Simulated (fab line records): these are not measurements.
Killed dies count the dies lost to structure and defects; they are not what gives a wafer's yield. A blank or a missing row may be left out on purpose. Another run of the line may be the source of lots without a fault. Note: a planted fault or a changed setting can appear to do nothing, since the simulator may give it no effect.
Matching of chambers / flow nand-harc / rie-diel-05 running NHARC_A_STAIRCASE_DESCUM_270: 4 sister chambers
The step chemistry O2, time 3 s. 8 wafers are shown with their chamber, then 9 later ones without.

## WAFERS PAIRED WITH THEIR CHAMBERS
wafer=L080.6; chamber=0; drypump-motor-current-A (A)=5.80; showerhead-plenum-p-Torr (Torr)=1.88
wafer=L081.5; chamber=2; drypump-motor-current-A (A)=6.13; showerhead-plenum-p-Torr (Torr)=1.83
wafer=L081.6; chamber=3; drypump-motor-current-A (A)=6.40; showerhead-plenum-p-Torr (Torr)=2.07
wafer=L084.2; chamber=3; drypump-motor-current-A (A)=6.40; showerhead-plenum-p-Torr (Torr)=2.07
wafer=L084.5; chamber=1; drypump-motor-current-A (A)=6.09; showerhead-plenum-p-Torr (Torr)=1.85
wafer=L087.1; chamber=2; drypump-motor-current-A (A)=6.12; showerhead-plenum-p-Torr (Torr)=1.82
wafer=L087.3; chamber=1; drypump-motor-current-A (A)=6.07; showerhead-plenum-p-Torr (Torr)=1.85
wafer=L087.4; chamber=0; drypump-motor-current-A (A)=5.85; showerhead-plenum-p-Torr (Torr)=1.87

## WAFERS MISSING THEIR CHAMBER
wafer=L088.1; drypump-motor-current-A (A)=5.84; showerhead-plenum-p-Torr (Torr)=1.87
wafer=L088.5; drypump-motor-current-A (A)=6.08; showerhead-plenum-p-Torr (Torr)=1.85
wafer=L088.6; drypump-motor-current-A (A)=6.10; showerhead-plenum-p-Torr (Torr)=1.82
wafer=L090.1; drypump-motor-current-A (A)=5.82; showerhead-plenum-p-Torr (Torr)=1.87
wafer=L090.4; drypump-motor-current-A (A)=6.14; showerhead-plenum-p-Torr (Torr)=1.82
wafer=L090.6; drypump-motor-current-A (A)=6.39; showerhead-plenum-p-Torr (Torr)=2.06
wafer=L091.2; drypump-motor-current-A (A)=6.07; showerhead-plenum-p-Torr (Torr)=1.85
wafer=L091.3; drypump-motor-current-A (A)=5.84; showerhead-plenum-p-Torr (Torr)=1.87
wafer=L091.6; drypump-motor-current-A (A)=5.87; showerhead-plenum-p-Torr (Torr)=1.87

## WHICH CHAMBER EACH ONE RAN IN
wafer=L088.1; from the rows above=0; in truth=0
wafer=L088.5; from the rows above=1; in truth=1
wafer=L088.6; from the rows above=2; in truth=2
wafer=L090.1; from the rows above=0; in truth=0
wafer=L090.4; from the rows above=2; in truth=2
wafer=L090.6; from the rows above=3; in truth=3
wafer=L091.2; from the rows above=1; in truth=1
wafer=L091.3; from the rows above=0; in truth=0
wafer=L091.6; from the rows above=0; in truth=0
Correctly placed: 9 of 9. From these rows, 0 cannot be placed. 0 placed wrongly.
How it was worked out, from the rows above alone: a wafer's distance from a chamber is the root of the sum, over the readings, of the square of ((its reading less the chamber's mean) divided by the reading's scatter). If the next closest chamber is less than 2 further off than the closest, the wafer can't be placed; otherwise it belongs to the closest. For every chamber, the mean is computed from those of its wafers that are shown. How the scatter is found: for the shown wafers, subtract from each reading the mean of its chamber, square and add these, divide the total by (wafers less chambers), then take the root.
